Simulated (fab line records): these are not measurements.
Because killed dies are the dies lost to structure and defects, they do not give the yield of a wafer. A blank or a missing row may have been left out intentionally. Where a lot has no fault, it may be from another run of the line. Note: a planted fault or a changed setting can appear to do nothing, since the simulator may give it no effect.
fab line records ; flow n5-finfet ; part 1 of 2: steps 1 to 19 of 26
record lots=5; wafers=15; last-day=16
route steps=1938 shown HKMG_FIN@447 GATE_CUT@465
lots with no fault: from the same line, run without faults
start-h: start of the lot's first displayed wafer, in hours after the record's first day ; wait-h: hours from the lot's prior step to this one ; " the same as in the row above ; L1.1+2: several wafers, shown together as one row ; - either no value or no given start ; * or withheld: withheld ; < > ~ a bound
route shown NAME@n: names a module that has steps shown in the file, with the first one's number in the route ; usual: mean and standard deviation over wafers with no fault ; same: alike in all rows ; chamber/n: place in a boat ; sites: the reading at each site ; _std_site: the values' standard deviation ; _edge_site: outer sites' mean less inner sites' ; radius-mm: for every site, how far away it sits from the centre of the wafer ; mask NAME#n: copy n ; behind: the last tool/chamber to shape the wafer ; hold: why the lot was held/for how many hours/how that ended ; device: transistor that didn't switch, given as n, p or np ; end of line: the route-end tests of the same wafers ; where a step has no rows: the recipe by itself ; killed: dies lost to structure and defects at the first sort, not the wafer's yield ; map: the dies of a wafer, with x for killed, . for not killed, _ for no die there
set.NAME: setting as actually run; set.NAME@STEP: the setting as run at that earlier step ; model.NAME: the simulator's own value behind a step, which no gauge read
lots seen at some steps along the route; tables by step, rows by wafer
services: the hour from which a tool's chamber was out of use, counted from the record's first day as start-h (under 0 if before that day), plus the number of hours and why
## steps
# step N5_HKMG_FIN_STRIP_88
# recipe chemistry=N2/H2; power-w=2500; temp-c=300; h2-frac=0.65; time-s=360; pressure-mtorr=withheld; n2-flow-sccm=1750; h2-flow-sccm=3250
# usual drypump-motor-current-A=5.9/0.36; heater-power-w=471/34
lot.wafer;tool;chamber;start-h;wait-h;drypump-motor-current-A;heater-power-w;rf-hours-counter-h
L076.2;plasma-asher-02;1;90.03;0.0;6.0;477;40
L076.3;plasma-asher-02;0;90.03;0.0;6.2;493;-
L076.6;plasma-asher-02;1;90.03;0.0;6.0;457;-
L078.2;plasma-asher-02;0;99.63;0.0;6.2;497;43
L078.3;plasma-asher-02;0;99.63;0.0;6.2;504;-
L078.4;plasma-asher-02;1;99.63;0.0;6.0;473;-
L080.1;plasma-asher-01;1;118.09;0.0;6.1;409;91
L080.4;plasma-asher-01;0;118.09;0.0;5.2;505;-
L080.5;plasma-asher-01;1;118.09;0.0;6.1;413;-
L092.3;plasma-asher-02;1;183.69;0.1;6.0;476;-
L092.5;plasma-asher-02;0;183.69;0.1;6.2;480;-
L092.6;plasma-asher-02;1;183.69;0.1;6.0;463;-
L094.1;plasma-asher-02;1;197.62;0.0;6.0;464;60
L094.3;plasma-asher-02;0;197.62;0.0;6.2;493;-
L094.4;plasma-asher-02;1;197.62;0.0;6.0;476;-
# step N5_HKMG_FIN_NWFM_ALD_20
# recipe material=TiAlC; target-thk-a=20; temp-c=300; ald-precursor-family=TiCl4; ald-co-reactant=TEA; pulse-time-s=3; purge-time-s=2; co-reactant-purge-time-s=2; co-reactant-pulse-time-s=10; ald-cycles=7; pressure-torr=3
# usual heater-power-outer-w=285/30; heater-power-w=501/55; precursor-pulse-height-rel=0.998/0.018
lot.wafer;tool;chamber;start-h;wait-h;heater-power-outer-w;heater-power-w;precursor-pulse-height-rel
L076.2;ald-metal-01;2;90.42;0.3;288;514;0.980
L076.3;ald-metal-01;2;90.42;0.3;280;536;1.001
L076.6;ald-metal-01;2;90.42;0.3;277;535;0.987
L078.2;ald-metal-03;0;100.02;0.3;219;418;0.991
L078.3;ald-metal-03;2;100.02;0.3;312;547;1.025
L078.4;ald-metal-03;0;100.02;0.3;220;414;1.005
L080.1;ald-metal-03;3;118.48;0.3;297;459;1.010
L080.4;ald-metal-03;2;118.48;0.3;311;557;0.991
L080.5;ald-metal-03;1;118.48;0.3;325;494;1.004
L092.3;ald-metal-01;0;183.95;0.1;311;581;1.001
L092.5;ald-metal-01;0;183.95;0.1;315;595;0.970
L092.6;ald-metal-01;1;183.95;0.1;257;424;0.985
L094.1;ald-metal-04;1;198.01;0.3;259;446;1.010
L094.3;ald-metal-04;3;198.01;0.3;275;543;1.009
L094.4;ald-metal-04;2;198.01;0.3;284;511;1.006
# step N5_HKMG_FIN_ALD_71
# recipe material=TiN; target-thk-a=10; temp-c=400; ald-precursor-family=TiCl4; ald-co-reactant=NH3; pulse-time-s=1; purge-time-s=3; co-reactant-purge-time-s=2; co-reactant-pulse-time-s=2; ald-cycles=47; pressure-torr=3
# usual heater-power-outer-w=559/59; heater-power-w=895/98; precursor-pulse-height-rel=1.002/0.019
lot.wafer;tool;chamber;start-h;wait-h;heater-power-outer-w;heater-power-w;precursor-pulse-height-rel
L076.2;ald-metal-01;2;90.57;0.1;549;949;0.948
L076.3;ald-metal-01;2;90.57;0.1;536;957;0.989
L076.6;ald-metal-01;2;90.57;0.1;551;962;0.994
L078.2;ald-metal-03;0;100.12;0.0;426;751;1.017
L078.3;ald-metal-03;2;100.12;0.0;608;994;0.979
L078.4;ald-metal-03;0;100.12;0.0;447;746;1.017
L080.1;ald-metal-03;3;118.58;0.0;565;845;1.022
L080.4;ald-metal-03;2;118.58;0.0;610;977;1.019
L080.5;ald-metal-03;1;118.58;0.0;623;888;0.997
L092.3;ald-metal-01;0;184.05;0.0;629;1045;0.993
L092.5;ald-metal-01;0;184.05;0.0;614;1025;0.981
L092.6;ald-metal-01;1;184.05;0.0;519;773;1.013
L094.1;ald-metal-04;1;198.11;0.0;522;791;1.019
L094.3;ald-metal-04;3;198.11;0.0;550;977;1.000
L094.4;ald-metal-04;2;198.11;0.0;553;899;1.003
# step N5_HKMG_FIN_COAT_66
# recipe resist=SOC; temp-c=250; time-s=60; spin-rpm=1500; resist-thk-nm=300
lot.wafer;tool;chamber;start-h;wait-h
L076.2+3+6;litho-track-01;0;90.97;0.3
L078.2+3+4;litho-track-01;0;100.40;0.2
L080.1+4+5;litho-track-04;0;118.85;0.2
L092.3+5+6;litho-track-04;0;184.33;0.2
L094.1+3+4;litho-track-02;0;198.38;0.2
# step N5_HKMG_FIN_ETCH_67
# recipe chemistry=N2/H2; target=SOC; target-depth-a=3889; stop-on=TiN; ion-energy-ev=100; bias-w=61; pressure-mtorr=30; source-w=850; n2-flow-sccm=200; h2-flow-sccm=200
# usual drypump-motor-current-A=5.7/0.53; oes-product-au=0.76/0.074; rf-vpp-V=241.3/1.4; showerhead-plenum-p-Torr=2.60/0.082; throttle-valve-pct=17.84/0.24
lot.wafer;tool;chamber;start-h;wait-h;drypump-motor-current-A;oes-product-au;rf-hours-counter-h;rf-vpp-V;showerhead-plenum-p-Torr;throttle-valve-pct
L076.2;rie-diel-05;3;91.03;-;5.7;0.89;17;242.7;2.70;17.42
L076.3;rie-diel-05;2;91.03;-;5.1;0.71;186;240.8;2.64;18.04
L076.6;rie-diel-05;0;91.03;-;6.6;0.69;-;240.6;2.51;17.82
L078.2;rie-diel-06;3;100.46;-;5.8;0.75;135;241.4;2.55;17.97
L078.3;rie-diel-06;0;100.46;-;4.9;0.88;21;239.8;2.50;17.71
L078.4;rie-diel-06;2;100.46;-;6.6;0.71;202;240.4;2.62;17.83
L080.1;rie-diel-05;1;118.92;-;5.7;0.81;76;243.2;2.68;17.93
L080.4;rie-diel-05;2;118.92;-;5.1;0.71;197;242.6;2.64;18.06
L080.5;rie-diel-05;2;118.92;-;5.1;0.71;-;241.7;2.64;18.05
L092.3;rie-diel-05;1;184.40;-;5.8;0.79;98;241.3;2.67;17.96
L092.5;rie-diel-05;1;184.40;-;5.7;0.79;-;242.3;2.67;17.98
L092.6;rie-diel-05;0;184.40;-;6.6;0.68;-;238.6;2.50;17.89
L094.1;rie-diel-05;1;198.44;-;5.7;0.78;103;242.5;2.67;17.97
L094.3;rie-diel-05;3;198.44;-;5.7;0.82;56;241.0;2.68;17.46
L094.4;rie-diel-05;0;198.44;-;6.6;0.67;245;239.3;2.50;17.89
# step N5_HKMG_FIN_STRIP_90
# recipe chemistry=N2/H2; material=SOC; time-s=20; power-w=500; temp-c=40; pressure-mtorr=50; rf-frequency-hz=6e+07; bias-power-w=8; h2-frac=0.5; n2-flow-sccm=300; h2-flow-sccm=300
# usual drypump-motor-current-A=5.7/0.53; oes-product-au=0.77/0.076; rf-vpp-V=54.4/0.86; showerhead-plenum-p-Torr=3.43/0.1; throttle-valve-pct=19.0/0.32
lot.wafer;tool;chamber;start-h;wait-h;drypump-motor-current-A;oes-product-au;rf-hours-counter-h;rf-vpp-V;showerhead-plenum-p-Torr;throttle-valve-pct
L076.2;rie-diel-05;3;91.09;0.0;5.7;0.91;18;54.3;3.56;18.6
L076.3;rie-diel-05;2;91.09;0.0;5.1;0.72;187;54.2;3.49;19.1
L076.6;rie-diel-05;0;91.09;0.0;6.6;0.70;-;53.9;3.32;19.4
L078.2;rie-diel-06;3;100.52;0.0;5.8;0.76;135;54.9;3.37;19.1
L078.3;rie-diel-06;0;100.52;0.0;4.9;0.89;21;53.6;3.30;18.8
L078.4;rie-diel-06;2;100.52;0.0;6.6;0.71;203;55.6;3.45;18.7
L080.1;rie-diel-05;1;118.98;0.0;5.8;0.81;76;54.9;3.54;19.2
L080.4;rie-diel-05;2;118.98;0.0;5.1;0.70;197;54.9;3.48;19.1
L080.5;rie-diel-05;2;118.98;0.0;5.1;0.70;-;53.8;3.48;19.1
L092.3;rie-diel-05;1;184.46;0.0;5.7;0.78;99;54.9;3.52;19.2
L092.5;rie-diel-05;1;184.46;0.0;5.8;0.79;-;55.3;3.52;19.2
L092.6;rie-diel-05;0;184.46;0.0;6.6;0.69;-;53.9;3.31;19.4
L094.1;rie-diel-05;1;198.50;0.0;5.8;0.77;104;55.9;3.52;19.2
L094.3;rie-diel-05;3;198.50;0.0;5.7;0.85;56;53.8;3.54;18.6
L094.4;rie-diel-05;0;198.50;0.0;6.6;0.68;245;53.6;3.30;19.4
# step N5_HKMG_FIN_WET_ETCH_73
# recipe chemistry=SC1; mix=1:2:40; temp-c=50; time-s=42.3; target-depth-nm=1.3; dry=ipa-marangoni; rinse-time-s=30; rinse-temp-c=23
# usual rinse-temp-c=23.00/0.1
lot.wafer;tool;chamber;start-h;wait-h;rinse-temp-c
L076.2;wet-bench-02;3;91.19;0.1;22.90
L076.3;wet-bench-02;6;91.19;0.1;23.08
L076.6;wet-bench-02;0;91.19;0.1;22.91
L078.2;wet-bench-03;5;100.62;0.1;23.04
L078.3;wet-bench-03;6;100.62;0.1;22.96
L078.4;wet-bench-03;0;100.62;0.1;22.96
L080.1;wet-bench-03;5;119.08;0.1;23.00
L080.4;wet-bench-03;3;119.08;0.1;22.89
L080.5;wet-bench-03;4;119.08;0.1;22.95
L092.3;wet-bench-05;0;184.56;0.1;23.00
L092.5;wet-bench-05;6;184.56;0.1;23.07
L092.6;wet-bench-05;5;184.56;0.1;22.97
L094.1;wet-bench-03;2;198.60;0.1;23.12
L094.3;wet-bench-03;4;198.60;0.1;22.96
L094.4;wet-bench-03;5;198.60;0.1;23.00
# step N5_HKMG_FIN_ETCHBACK_68
# recipe chemistry=Cl2/Ar; stop-on=HfO2; target-depth-a=5; pressure-mtorr=10; icp-w=600; bias-w=60; Cl2_flow_sccm=40; Ar_flow_sccm=60
# usual drypump-motor-current-A=5.5/0.39; he-backside-leak-sccm=3.38/0.18; oes-product-au=0.74/0.11; throttle-valve-pct=20.87/0.16
lot.wafer;tool;chamber;start-h;wait-h;drypump-motor-current-A;he-backside-leak-sccm;oes-product-au;rf-hours-counter-h;throttle-valve-pct
L076.2;rie-metal-03;0;91.25;0.0;5.4;3.48;0.72;69;20.88
L076.3;rie-metal-03;1;91.25;0.0;6.2;3.29;0.60;-;21.10
L076.6;rie-metal-03;0;91.25;0.0;5.4;3.51;0.72;-;20.86
L078.2;rie-metal-02;1;100.67;0.0;5.2;3.38;0.85;11;20.65
L078.3;rie-metal-02;1;100.67;0.0;5.2;3.41;0.84;-;20.65
L078.4;rie-metal-02;0;100.67;0.0;6.0;3.40;0.60;-;21.04
L080.1;rie-metal-02;1;119.14;0.0;5.1;3.27;0.85;13;20.66
L080.4;rie-metal-02;0;119.14;0.0;6.0;3.34;0.60;-;21.06
L080.5;rie-metal-02;0;119.14;0.0;6.0;3.59;0.60;-;21.05
L092.3;rie-metal-02;1;184.66;0.1;5.2;3.60;0.82;-;20.66
L092.5;rie-metal-02;1;184.66;0.1;5.1;3.45;0.82;-;20.68
L092.6;rie-metal-02;0;184.66;0.1;6.0;3.48;0.58;-;21.07
L094.1;rie-metal-02;1;198.66;0.0;5.2;3.30;0.81;20;20.67
L094.3;rie-metal-02;1;198.66;0.0;5.2;3.35;0.81;-;20.67
L094.4;rie-metal-02;1;198.66;0.0;5.2;3.50;0.81;-;20.67
# step N5_HKMG_FIN_STRIP_69
# recipe chemistry=N2/H2; power-w=2500; temp-c=300; h2-frac=0.65; time-s=360; pressure-mtorr=withheld; n2-flow-sccm=1750; h2-flow-sccm=3250
# usual drypump-motor-current-A=5.9/0.36; heater-power-w=470/34
lot.wafer;tool;chamber;start-h;wait-h;drypump-motor-current-A;heater-power-w;rf-hours-counter-h
L076.2;plasma-asher-02;1;91.39;0.1;6.0;463;41
L076.3;plasma-asher-02;0;91.39;0.1;6.2;489;-
L076.6;plasma-asher-02;1;91.39;0.1;6.0;466;-
L078.2;plasma-asher-02;0;100.81;0.1;6.1;491;43
L078.3;plasma-asher-02;0;100.81;0.1;6.2;497;-
L078.4;plasma-asher-02;1;100.81;0.1;6.0;454;-
L080.1;plasma-asher-02;0;119.29;0.1;6.2;501;47
L080.4;plasma-asher-02;1;119.29;0.1;6.0;469;-
L080.5;plasma-asher-02;1;119.29;0.1;6.0;472;-
L092.3;plasma-asher-01;1;184.88;0.2;6.0;417;-
L092.5;plasma-asher-01;1;184.88;0.2;6.0;415;-
L092.6;plasma-asher-01;0;184.88;0.2;5.3;512;-
L094.1;plasma-asher-02;0;198.92;0.2;6.2;496;61
L094.3;plasma-asher-02;0;198.92;0.2;6.2;472;-
L094.4;plasma-asher-02;1;198.92;0.2;6.0;460;-
# step N5_HKMG_FIN_ALD_21
# recipe material=TiN; target-thk-a=15; temp-c=400; ald-precursor-family=TiCl4; ald-co-reactant=NH3; pulse-time-s=1; purge-time-s=3; co-reactant-purge-time-s=2; co-reactant-pulse-time-s=2; ald-cycles=68; pressure-torr=3
# usual heater-power-outer-w=555/58; heater-power-w=886/92; precursor-pulse-height-rel=0.998/0.02
lot.wafer;tool;chamber;start-h;wait-h;heater-power-outer-w;heater-power-w;precursor-pulse-height-rel
L076.2;ald-metal-01;1;91.77;0.3;500;778;1.020
L076.3;ald-metal-01;2;91.77;0.3;540;939;1.004
L076.6;ald-metal-01;2;91.77;0.3;558;938;0.961
L078.2;ald-metal-01;3;101.20;0.3;621;1007;0.996
L078.3;ald-metal-01;2;101.20;0.3;562;930;1.036
L078.4;ald-metal-01;0;101.20;0.3;634;1033;1.016
L080.1;ald-metal-03;3;119.67;0.3;589;854;0.984
L080.4;ald-metal-03;0;119.67;0.3;437;719;1.011
L080.5;ald-metal-03;1;119.67;0.3;633;866;0.992
L092.3;ald-metal-04;1;185.15;0.1;514;783;1.009
L092.5;ald-metal-04;1;185.15;0.1;520;803;0.966
L092.6;ald-metal-04;0;185.15;0.1;589;1015;0.990
L094.1;ald-metal-03;1;199.31;0.3;627;872;0.979
L094.3;ald-metal-03;3;199.31;0.3;594;845;0.973
L094.4;ald-metal-03;0;199.31;0.3;444;759;1.006
# step N5_HKMG_FIN_ALD_72
# recipe material=W; target-thk-a=20; temp-c=300; pressure-torr=7.5; ald-precursor-family=WF6; ald-co-reactant=B2H6; pulse-time-s=1; purge-time-s=2; co-reactant-purge-time-s=2; co-reactant-pulse-time-s=3; ald-cycles=7
# usual heater-power-outer-w=292/27; heater-power-w=523/63; precursor-pulse-height-rel=0.999/0.02
lot.wafer;tool;chamber;start-h;wait-h;heater-power-outer-w;heater-power-w;precursor-pulse-height-rel
L076.2;cvd-w-02;0;92.30;0.4;263;443;1.019
L076.3;cvd-w-02;0;92.30;0.4;259;452;0.985
L076.6;cvd-w-02;1;92.30;0.4;330;569;1.010
L078.2;cvd-w-01;1;101.56;0.2;271;466;1.013
L078.3;cvd-w-01;1;101.56;0.2;275;472;0.996
L078.4;cvd-w-01;0;101.56;0.2;320;590;0.962
L080.1;cvd-w-02;0;120.03;0.2;257;453;1.009
L080.4;cvd-w-02;0;120.03;0.2;258;440;0.992
L080.5;cvd-w-02;0;120.03;0.2;267;450;1.013
L092.3;cvd-w-01;0;185.53;0.2;319;568;0.960
L092.5;cvd-w-01;0;185.53;0.2;313;602;1.007
L092.6;cvd-w-01;1;185.53;0.2;273;460;0.990
L094.1;cvd-w-02;0;199.67;0.2;261;451;1.009
L094.3;cvd-w-02;1;199.67;0.2;324;588;1.023
L094.4;cvd-w-02;0;199.67;0.2;263;447;0.967
# step N5_HKMG_FIN_W_FILL_22
# recipe material=W; target-thk-a=600; temp-c=400; pressure-torr=39.4; time-s=18.2
# usual heater-power-outer-w=572/52; heater-power-w=934/110; throttle-valve-pct=18.8/1
lot.wafer;tool;chamber;start-h;wait-h;heater-power-outer-w;heater-power-w;throttle-valve-pct
L076.2;cvd-w-02;0;92.37;0.0;510;795;19.2
L076.3;cvd-w-02;0;92.37;0.0;509;785;18.9
L076.6;cvd-w-02;1;92.37;0.0;620;1052;20.0
L078.2;cvd-w-01;1;101.62;0.0;524;835;17.5
L078.3;cvd-w-01;1;101.62;0.0;533;837;17.5
L078.4;cvd-w-01;0;101.62;0.0;603;1047;18.4
L080.1;cvd-w-02;0;120.09;0.0;518;792;19.0
L080.4;cvd-w-02;0;120.09;0.0;520;805;19.2
L080.5;cvd-w-02;0;120.09;0.0;513;815;19.0
L092.3;cvd-w-01;0;185.58;0.0;612;1038;18.8
L092.5;cvd-w-01;0;185.58;0.0;640;1085;18.6
L092.6;cvd-w-01;1;185.58;0.0;534;853;17.7
L094.1;cvd-w-02;0;199.73;0.0;517;822;19.0
L094.3;cvd-w-02;1;199.73;0.0;627;1056;20.7
L094.4;cvd-w-02;0;199.73;0.0;504;797;19.0
# step N5_HKMG_FIN_PRECLEAN_83
# recipe chemistry=DIW; time-s=57.5; temp-c=23
lot.wafer;tool;chamber;start-h;wait-h
L076.2+3+6;wet-bench-03;7,2,5;92.42;0.0
L078.2+3+4;wet-bench-02;1,5,7;101.68;0.0
L080.1+4+5;wet-bench-03;5,4,2;120.15;0.0
L092.3+5+6;wet-bench-05;2,4,5;185.63;0.0
L094.1+3+4;wet-bench-02;4,5,6;199.79;0.0
# step N5_HKMG_FIN_SRD_84
# recipe dry-time-s=32; dry=n2-spin; spin-rpm=1500
lot.wafer;tool;chamber;start-h;wait-h
L076.2+3+6;wet-bench-03;7,2,5;92.44;0.0
L078.2+3+4;wet-bench-02;1,5,7;101.70;0.0
L080.1+4+5;wet-bench-03;5,4,2;120.17;0.0
L092.3+5+6;wet-bench-05;2,4,5;185.65;0.0
L094.1+3+4;wet-bench-02;4,5,6;199.81;0.0
# step N5_HKMG_FIN_CMP_23
# recipe stop-on=SiNx; t-overpolish-s=10; post-cmp-clean=rinse-only; down-force-psi=4; platen-rpm=50.289; pad-velocity-m-s=1.0006; target-thk-nm=46.326
# usual motor-current-A=12.2/1.3; overpolish-run-s=9.999/0.02; time-to-endpoint-s=12.3/2.7
lot.wafer;tool;chamber;start-h;wait-h;motor-current-A;overpolish-run-s;time-to-endpoint-s
L076.2;cmp-02;0;92.56;0.1;12.5;10.005;12.7
L076.3;cmp-02;1;92.56;0.1;11.4;10.006;9.8
L076.6;cmp-02;0;92.56;0.1;11.9;10.001;10.0
L078.4;cmp-01;1;101.73;0.0;13.6;10.008;7.6
L078.3;cmp-01;2;101.73;0.0;12.7;9.994;9.4
L078.2;cmp-01;3;101.73;0.0;12.4;10.015;14.6
L080.1;cmp-04;2;120.36;0.2;12.2;10.000;15.4
L080.4;cmp-04;3;120.36;0.2;11.6;9.789;19.7
L080.5;cmp-04;1;120.36;0.2;9.7;9.992;13.0
L092.3;cmp-04;3;185.76;0.1;11.8;10.012;9.3
L092.6;cmp-04;2;185.76;0.1;12.1;10.009;10.4
L092.5;cmp-04;3;185.76;0.1;11.6;10.012;11.8
L094.3;cmp-02;2;199.84;0.0;11.6;9.994;10.1
L094.1;cmp-02;3;199.84;0.0;12.9;10.003;10.0
L094.4;cmp-02;0;199.84;0.0;11.7;9.996;11.9
# step N5_HKMG_FIN_CMP_94
# recipe stop-on=SiNx; post-cmp-clean=w-dilute-nh4oh; t-overpolish-s=4.7; down-force-psi=4; platen-rpm=50.289; pad-velocity-m-s=1.0006; target-thk-nm=43.299
# usual motor-current-A=12.2/1.2
lot.wafer;tool;chamber;start-h;wait-h;motor-current-A
L076.2;cmp-02;0;92.99;0.3;11.4
L076.3;cmp-02;1;92.99;0.3;11.0
L076.6;cmp-02;0;92.99;0.3;12.0
L078.4;cmp-01;1;102.21;0.4;12.8
L078.3;cmp-01;2;102.21;0.4;11.6
L078.2;cmp-01;3;102.21;0.4;11.6
L080.1;cmp-04;2;120.74;0.3;12.1
L080.4;cmp-04;3;120.74;0.3;12.0
L080.5;cmp-04;1;120.74;0.3;9.8
L092.3;cmp-04;3;186.19;0.3;11.7
L092.6;cmp-04;2;186.19;0.3;11.6
L092.5;cmp-04;3;186.19;0.3;12.2
L094.3;cmp-02;2;200.32;0.4;12.3
L094.1;cmp-02;3;200.32;0.4;13.1
L094.4;cmp-02;0;200.32;0.4;10.8
# step N5_HKMG_FIN_INSPECT_28
# recipe inspect-instrument=darkfield; mode=post-cmp
# usual raw-defect-count=41/18
lot.wafer;tool;chamber;start-h;wait-h;raw-defect-count
L076.2;defect-inspect-02;-;93.19;0.0;9
L076.3;defect-inspect-02;-;93.19;0.0;76
L076.6;defect-inspect-02;-;93.19;0.0;10
L078.2;defect-inspect-01;-;102.44;0.0;33
L078.3;defect-inspect-01;-;102.44;0.0;36
L078.4;defect-inspect-01;-;102.44;0.0;32
L080.1;defect-inspect-02;-;120.91;0.0;26
L080.4;defect-inspect-02;-;120.91;0.0;29
L080.5;defect-inspect-02;-;120.91;0.0;18
L092.3;defect-inspect-01;-;186.39;0.0;39
L092.5;defect-inspect-01;-;186.39;0.0;40
L092.6;defect-inspect-01;-;186.39;0.0;47
L094.1;defect-inspect-02;-;200.55;0.0;32
L094.3;defect-inspect-02;-;200.55;0.0;18
L094.4;defect-inspect-02;-;200.55;0.0;22
# step N5_GATE_CUT_ETCHBACK_00
# recipe chemistry=SF6/Cl2; target=W; pressure-mtorr=8; icp-w=900; bias-w=80; SF6_flow_sccm=40; Cl2_flow_sccm=60
# usual drypump-motor-current-A=5.5/0.39; he-backside-leak-sccm=3.38/0.17; oes-product-au=0.75/0.11; throttle-valve-pct=27.54/0.19
lot.wafer;tool;chamber;start-h;wait-h;drypump-motor-current-A;he-backside-leak-sccm;oes-product-au;rf-hours-counter-h;throttle-valve-pct
L076.2;rie-metal-02;1;93.22;0.0;5.1;3.42;0.86;11;27.32
L076.3;rie-metal-02;0;93.22;0.0;6.0;3.47;0.61;-;27.82
L076.6;rie-metal-02;0;93.22;0.0;6.0;3.39;0.61;-;27.82
L078.2;rie-metal-01;1;102.48;0.0;5.2;3.52;0.91;6;27.35
L078.3;rie-metal-01;1;102.48;0.0;5.2;3.69;0.92;-;27.35
L078.4;rie-metal-01;0;102.48;0.0;5.3;3.23;0.77;-;27.49
L080.1;rie-metal-02;0;120.95;0.0;6.0;3.66;0.61;130;27.83
L080.4;rie-metal-02;1;120.95;0.0;5.1;3.75;0.86;-;27.32
L080.5;rie-metal-02;0;120.95;0.0;6.0;3.49;0.61;-;27.82
L092.3;rie-metal-02;1;186.46;0.1;5.1;3.38;0.83;-;27.33
L092.5;rie-metal-02;0;186.46;0.1;6.0;3.43;0.60;-;27.83
L092.6;rie-metal-02;1;186.46;0.1;5.1;3.53;0.82;-;27.35
L094.1;rie-metal-01;0;200.59;0.0;5.3;3.14;0.75;58;27.49
L094.3;rie-metal-01;0;200.59;0.0;5.3;3.37;0.75;-;27.49
L094.4;rie-metal-01;1;200.59;0.0;5.2;3.56;0.88;-;27.37
# step N5_GATE_CUT_ETCH_56
# recipe chemistry=Cl2/Ar; target=TiN; target-depth-a=216; pressure-mtorr=10; icp-w=600; bias-w=60; Cl2_flow_sccm=40; Ar_flow_sccm=60
# usual drypump-motor-current-A=5.5/0.39; he-backside-leak-sccm=3.37/0.23; oes-product-au=0.76/0.11; throttle-valve-pct=20.85/0.15
lot.wafer;tool;chamber;start-h;wait-h;drypump-motor-current-A;he-backside-leak-sccm;oes-product-au;rf-hours-counter-h;throttle-valve-pct
L076.2;rie-metal-02;1;93.34;0.1;5.2;3.42;0.86;11;20.64
L076.3;rie-metal-02;0;93.34;0.1;6.0;3.32;0.60;-;21.06
L076.6;rie-metal-02;0;93.34;0.1;6.0;3.27;0.60;-;21.04
L078.2;rie-metal-01;1;102.60;0.1;5.2;3.39;0.91;6;20.77
L078.3;rie-metal-01;1;102.60;0.1;5.2;3.48;0.91;-;20.76
L078.4;rie-metal-01;0;102.60;0.1;5.2;3.17;0.78;-;20.85
L080.1;rie-metal-02;0;121.07;0.1;6.0;3.44;0.60;130;21.04
L080.4;rie-metal-02;1;121.07;0.1;5.2;3.16;0.86;-;20.63
L080.5;rie-metal-02;0;121.07;0.1;6.0;3.51;0.61;-;21.05
L092.3;rie-metal-02;1;186.57;0.1;5.1;3.34;0.83;-;20.66
L092.5;rie-metal-02;0;186.57;0.1;6.0;3.37;0.59;-;21.06
L092.6;rie-metal-02;1;186.57;0.1;5.1;3.15;0.83;-;20.65
L094.1;rie-metal-01;0;200.71;0.1;5.3;3.19;0.76;58;20.88
L094.3;rie-metal-01;0;200.71;0.1;5.3;3.14;0.76;-;20.89
L094.4;rie-metal-01;1;200.71;0.1;5.2;3.61;0.87;-;20.79
